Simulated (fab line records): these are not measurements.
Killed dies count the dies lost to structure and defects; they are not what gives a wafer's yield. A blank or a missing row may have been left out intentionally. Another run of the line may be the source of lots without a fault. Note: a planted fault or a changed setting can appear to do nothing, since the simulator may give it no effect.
Split-lot experiment + flow n5 finfet + 21 wafers read across 7 lots, on a route 1938 steps long

== THE SPLIT ==
At N5_BEOL_M2_TRENCH_ETCH_37 (etches SiOC in C4F6/O2, target depth 55.555 nm, time 29.2 s), the setting time s was moved away from the recipe's 29.2 s on 7 of the 21 wafers read, by -20.7% to +21.8%. This setting was run at the recipe's value on the other wafers.

== FROM THE SPLIT TO THE READING: what the file shows between them, 2 steps ==
- N5_BEOL_M2_ETCH_41: etches SiCN in CH3F/O2, target depth 29.9 nm, time 52.5 s
- N5_BEOL_M2_STRIP_97: strips in N2/H2, time 10 s

== THE READING ==
trench depth nm, in nm, at N5_BEOL_M2_OCD_MEAS_38. Typical for fault-free wafers on this fab line: 55.6 nm, with standard deviation 1 nm.

| wafer  | tool, chamber at the split | time s as run, s | against the recipe | trench depth nm, nm | against lot-mates on the recipe |
|--------|----------------------------|------------------|--------------------|---------------------|---------------------------------|
| L078.1 | rie diel-05, 3             | 35.57            | +21.8%             | 68.8                | +12.6                           |
| L078.3 | rie diel-05, 1             | 35.57            | +21.8%             | 67.8                | +11.6                           |
| L078.4 | rie diel-05, 2             | 29.2             | recipe             | 56.2                | -                               |
| L081.1 | rie diel-03, 1             | 23.16            | -20.7%             | 43.2                | -12.2                           |
| L081.2 | rie diel-03, 3             | 29.2             | recipe             | 56.1                | -                               |
| L081.6 | rie diel-03, 1             | 29.2             | recipe             | 54.7                | -                               |
| L083.1 | rie diel-03, 1             | 26.56            | -9.0%              | 49.6                | -7.1                            |
| L083.2 | rie diel-03, 2             | 26.56            | -9.0%              | 50.6                | -6.1                            |
| L083.6 | rie diel-03, 3             | 29.2             | recipe             | 56.7                | -                               |
| L084.1 | rie diel-02, 3             | 29.2             | recipe             | 56.6                | -                               |
| L084.5 | rie diel-02, 0,3           | 29.2             | recipe             | 55.4                | -                               |
| L084.6 | rie diel-02, 0,3           | 29.2             | recipe             | 55.3                | -                               |
| L086.2 | rie diel-05, 2             | 27.22            | -6.8%              | 53.6                | -3.5                            |
| L086.4 | rie diel-05, 0             | 27.22            | -6.8%              | 51.9                | -5.2                            |
| L086.6 | rie diel-05, 3             | 29.2             | recipe             | 57.1                | -                               |
| L087.1 | rie diel-03, 2             | 29.2             | recipe             | 56.8                | -                               |
| L087.3 | rie diel-03, 1             | 29.2             | recipe             | 55.2                | -                               |
| L087.5 | rie diel-03, 3             | 29.2             | recipe             | 57.1                | -                               |
| L091.1 | rie diel-05, 0             | 29.2             | recipe             | 54.8                | -                               |
| L091.2 | rie diel-05, 1             | 29.2             | recipe             | 54.9                | -                               |
| L091.5 | rie diel-05, 2             | 29.2             | recipe             | 55.3                | -                               |
When a row names more than one chamber, that row covers several wafers, and the file does not tell which wafer ran in which chamber.

THE FIT
A straight line over all 21 wafers: trench depth nm changes by +0.582 nm for each +1% of time s; r = +0.99; the points scatter about the line by 0.89 nm.
The same after taking each lot's own level away (the mean of its wafers on the recipe; 21 wafers): +0.585 nm for each +1%; r = +0.99; scatter 0.73 nm.
According to that fit, moving time s by its largest amount changes the reading by 13 nm.
Measured against the standard deviation above, the lots' own levels, which go from 55.00 to 57.10 nm, span 2.1 times it.
Consequently the slope shifts little with the lot-to-lot level, the two slopes agreeing.
Check: with one of the wafers moved furthest among these (+21.8%) left out of the fit, the line predicts +12.5 nm for it against its lot-mates. It came out at +12.6 nm against them.

== THE OTHER SPLITS THESE WAFERS WENT THROUGH ==
Other splits were also applied to these wafers ahead of the reading. Each is held against what the fit with the lots' levels taken away leaves over:
| other split on the same wafers | wafers away from the commonest value | r with trench depth nm (lot level and that fit taken away) |
|--------------------------------|--------------------------------------|------------------------------------------------------------|
| N5_BEOL_M1_COAT_05 spin rpm    | 7                                    | +0.35                                                      |
| N5_BEOL_M1_ETCH_64 source w    | 5                                    | -0.01                                                      |
| N5_BEOL_M1_COAT_68 spin rpm    | 9                                    | -0.27                                                      |
| N5_BEOL_M1_ETCH_77 source w    | 4                                    | -0.06                                                      |

== THE WHOLE CHAIN: every reading that the file lists as answering this split, in the file's order ==
| step                      | what it does                                                | reading                                                                   | change (the file's fit)                                                           | r (the file's) |
|---------------------------|-------------------------------------------------------------|---------------------------------------------------------------------------|-----------------------------------------------------------------------------------|----------------|
| N5_BEOL_M2_TRENCH_ETCH_37 | etches SiOC in C4F6/O2, target depth 55.555 nm, time 29.2 s | BEOL_M2.feature depth nm (the simulator's own value, which no gauge read) | +0.588 nm for each +1% of the setting                                             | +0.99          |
| N5_BEOL_M2_TRENCH_ETCH_37 | etches SiOC in C4F6/O2, target depth 55.555 nm, time 29.2 s | etch.depth nm (the simulator's own value, which no gauge read)            | +0.593 nm for each +1% of the setting                                             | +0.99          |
| N5_BEOL_M2_OCD_MEAS_38    |                                                             | trench depth nm                                                           | +0.587 nm for each +1% of the setting                                             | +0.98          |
| N5_BEOL_M2_RS_MEAS_58     | measures by four-point-probe                                | M2_RS                                                                     | not straight: 1.16 at the lowest setting, 0.67 at the recipe, 0.46 at the highest | not given      |

== FILE'S OWN FIT ==
trench depth nm changes by +0.587 nm for each +1% of time s, r = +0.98.
